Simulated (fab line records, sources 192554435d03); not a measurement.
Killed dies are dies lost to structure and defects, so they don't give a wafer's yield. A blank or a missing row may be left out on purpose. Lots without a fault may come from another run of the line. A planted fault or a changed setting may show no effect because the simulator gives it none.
Split-lot experiment | flow n5_finfet | 7 lots, 21 wafers read, on a route of 1938 steps

THE SPLIT
At N5_BEOL_M3_COAT_22 (resist thk 30 nm), the setting spin_rpm was moved away from the recipe's 1500 rpm on 3 of the 21 wafers read, by -4.3% to +7.9%. The other wafers ran this setting at the recipe's value.

The reading is taken at the split's own step.

THE READING
CAR-EUV_of_BEOL_M3_COAT_22.thk_nm (the simulator's own value, which no gauge read), in nm, at N5_BEOL_M3_COAT_22 (resist thk 30 nm). The file gives no usual value for it. The 18 wafers here that ran the recipe average 30.1 nm, standard deviation 0.13 nm.

wafer  | tool, chamber at the split | spin_rpm as run, rpm | against the recipe | CAR-EUV_of_BEOL_M3_COAT_22.thk_nm, nm | against lot-mates on the recipe
L074.1 | litho_track-02, 0          | 1500                 | recipe             | 30                                    | -
L074.4 | litho_track-02, 0          | 1500                 | recipe             | 30                                    | -
L074.5 | litho_track-02, 0          | 1618                 | +7.9%              | 29                                    | -1.0
L078.3 | litho_track-01, 0          | 1500                 | recipe             | 30.2                                  | -
L078.6 | litho_track-01, 0          | 1500                 | recipe             | 30.2                                  | -
L078.4 | litho_track-01, 0          | 1436                 | -4.3%              | 30.8                                  | +0.6
L082.3 | litho_track-03, 0          | 1500                 | recipe             | 30                                    | -
L082.4 | litho_track-03, 0          | 1500                 | recipe             | 30                                    | -
L082.5 | litho_track-03, 0          | 1500                 | recipe             | 30                                    | -
L086.2 | litho_track-02, 0          | 1500                 | recipe             | 30.2                                  | -
L086.4 | litho_track-02, 0          | 1500                 | recipe             | 30.2                                  | -
L086.5 | litho_track-02, 0          | 1500                 | recipe             | 30                                    | -
L087.4 | litho_track-02, 0          | 1500                 | recipe             | 30.2                                  | -
L087.5 | litho_track-02, 0          | 1500                 | recipe             | 30.2                                  | -
L087.6 | litho_track-02, 0          | 1500                 | recipe             | 30.2                                  | -
L093.1 | litho_track-01, 0          | 1500                 | recipe             | 29.8                                  | -
L093.3 | litho_track-01, 0          | 1500                 | recipe             | 29.8                                  | -
L093.5 | litho_track-01, 0          | 1500                 | recipe             | 30                                    | -
L095.3 | litho_track-02, 0          | 1500                 | recipe             | 30.2                                  | -
L095.5 | litho_track-02, 0          | 1587                 | +5.8%              | 29.2                                  | -0.9
L095.6 | litho_track-02, 0          | 1500                 | recipe             | 30                                    | -

THE FIT
A straight line over all 21 wafers: CAR-EUV_of_BEOL_M3_COAT_22.thk_nm changes by -0.146 nm for each +1% of spin_rpm; r = -0.93; the points scatter about the line by 0.13 nm.
The same after taking each lot's own level away (the mean of its wafers on the recipe; 21 wafers): -0.138 nm for each +1%; r = -0.98; scatter 0.069 nm.
On that fit, the largest move of spin_rpm shifts the reading by 1.1 nm.
The lots' own levels span 29.87 to 30.20 nm, that is 2.5 times the standard deviation above.
So the lot-to-lot level changes the slope little: the two slopes agree.
Check: with one of the wafers moved furthest among these (+7.9%) left out of the fit, the line predicts -1.18 nm for it against its lot-mates. It came out at -1 nm against them.

OTHER SPLITS ON THESE WAFERS
These wafers also went through other splits before the reading. Each is held against what the fit with the lots' levels taken away leaves over:
other split on the same wafers | wafers away from the commonest value | r with CAR-EUV_of_BEOL_M3_COAT_22.thk_nm (lot level and that fit taken away)
N5_BEOL_M2_COAT_62 spin_rpm    | 9                                    | -0.07
N5_BEOL_M3_ETCH_64 time_s      | 5                                    | +0.00

THE FILE'S OWN FIT
CAR-EUV_of_BEOL_M3_COAT_22.thk_nm changes by -0.138 nm for each +1% of spin_rpm, r = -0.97.
